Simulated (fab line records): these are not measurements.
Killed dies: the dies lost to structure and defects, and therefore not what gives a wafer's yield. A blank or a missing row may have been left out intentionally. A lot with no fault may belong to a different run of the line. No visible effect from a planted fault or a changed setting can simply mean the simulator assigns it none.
Comparing a struck lot with a sound one    flow n5Finfet    16 steps out of a route of 1938
Sound: these wafers, L305.2, L305.4, L305.5. The struck wafers were L321.4, L321.6. Last of all comes the cause.
Each step with rows lists, per side, the tool, then ch with its chambers, then its first start. Under that, the readings that differ: sound wafers    struck wafers    difference of the means    sigmas: that difference in standard deviations of wafers without a fault.
alike: a reading whose means differ by less than 2 such deviations, as well as words and numbers matching on both sides. not compared: withheld readings; readings where some wafer has no value; bounds like >300 that might hide an equal value; numbers whose values overlap and for which the record gives no deviation.
Wherever a step has rows on one side only, a row that says differs or no value, or a row with sigmas, the two part there. Numbers that have no deviation but don't overlap get no sigmas and don't part them. Lack of a reading on every wafer of one side parts them only where that side has two or more wafers.

N5_BEOL_M14_TRENCH_ETCH_34: etches SiO2 in C4F8/O2/Ar, target depth 556.65 nm, time 126.9 s.
  sound on rieDiel-04 ch 0,3, day 12 20:47; struck on rieDiel-06 ch 0,3, day 16 08:44
  alike: C4F8_flow_sccm, O2_flow_sccm, drypumpMotorCurrentA, heOuterTorr, oes_ar_750_au, oesProductAu, rfVppV, showerheadPlenumPTorr, throttleValvePct
  not compared: rfHoursCounterH
then, 1 step without rows for these wafers: N5_BEOL_M14_STRIP_70 (strips in C4F8/O2/Ar).
N5_BEOL_M14_OCD_MEAS_35:
  struck on ocd-02, day 16 08:54; sound on ocd-02, day 12 20:57
  alike: trenchDepthNm
then, 1 step without rows for these wafers: N5_BEOL_M14_STRIP_37 (strips in O2).
N5_BEOL_M14_ETCH_38: etches SiCN in CF4/N2, target depth 106.5 nm, time 120.6 s.
  sound: rieDiel-06 ch 0,3; struck: rieDiel-02 ch 2,3
  alike: drypumpMotorCurrentA, oesProductAu, rfVppV, showerheadPlenumPTorr, throttleValvePct
  not compared: rfHoursCounterH
then, 3 steps without rows for these wafers: N5_BEOL_M14_PRECLEAN_39 (cleans in residue remover, time 60 s); N5_BEOL_M14_SRD_40 (time 30 s, dry time 30 s); N5_BEOL_M14_DEGAS_41 (time 60 s).
N5_BEOL_M14_PRE_CLEAN_42: time 30 s.
  struck on pvdSputter-03, day 16 09:55; sound on pvdSputter-03, day 12 22:55
  alike: heaterPowerW
N5_BEOL_M14_SPUTTER_43: material TaN, target thk 15 nm, time 24.19 s.
  struck on pvdSputter-03, day 16 09:58; sound on pvdSputter-03, day 12 22:57
  alike: throttleValvePct
then, 1 step without rows for these wafers: N5_BEOL_M14_SPUTTER_44 (material Ta, target thk 15 nm, time 24.19 s).
N5_BEOL_M14_SPUTTER_45: material Cu, target thk 100 nm, time 16.67 s.
  struck on pvdSputter-03, day 16 10:07; sound on pvdSputter-03, day 12 23:07
  alike: chuckGasFlowSccm, throttleValvePct
N5_BEOL_M14_ECD_47: material Cu, target thk 1248 nm.
  sound on ecdCu-01 ch 1, day 12 23:13; struck on ecdCu-01 ch 0,1, day 16 10:17
reading                                 sound           struck     difference  sigmas
model.Cu_of_BEOL_M14_ECD_47.thkNm (nm)  1247 1232 1249  515 527.8  -721        
then, 1 step without rows for these wafers: N5_BEOL_M14_ANNEAL_48 (time 90 s).
N5_BEOL_M14_CMP_49: polishes, stops on SiO2, t overpolish 5.2 s, target thk 560 nm.
  sound on cmp-02 ch 0,2, day 12 23:50; struck on cmp-02 ch 0,1, day 16 10:51
reading                                 sound            struck     difference  sigmas
timeToEndpointS (s)                     130 119 123      55 48      -72         -15
model.Cu_of_BEOL_M14_ECD_47.thkNm (nm)  537.6 594 536.2  515 527.8  -35         
  alike: motorCurrentA
N5_BEOL_M14_THK_MEAS_50: measures by xrf.
  struck on filmMetro-01, day 16 11:02; sound on filmMetro-01, day 13 00:07
  alike: M14_THK

WHERE THEY PART
Only at N5_BEOL_M14_CMP_49, as far as this record shows. Later steps at which nothing parts them and some readings are alike: N5_BEOL_M14_THK_MEAS_50.

WHY: what had been put in by the simulator
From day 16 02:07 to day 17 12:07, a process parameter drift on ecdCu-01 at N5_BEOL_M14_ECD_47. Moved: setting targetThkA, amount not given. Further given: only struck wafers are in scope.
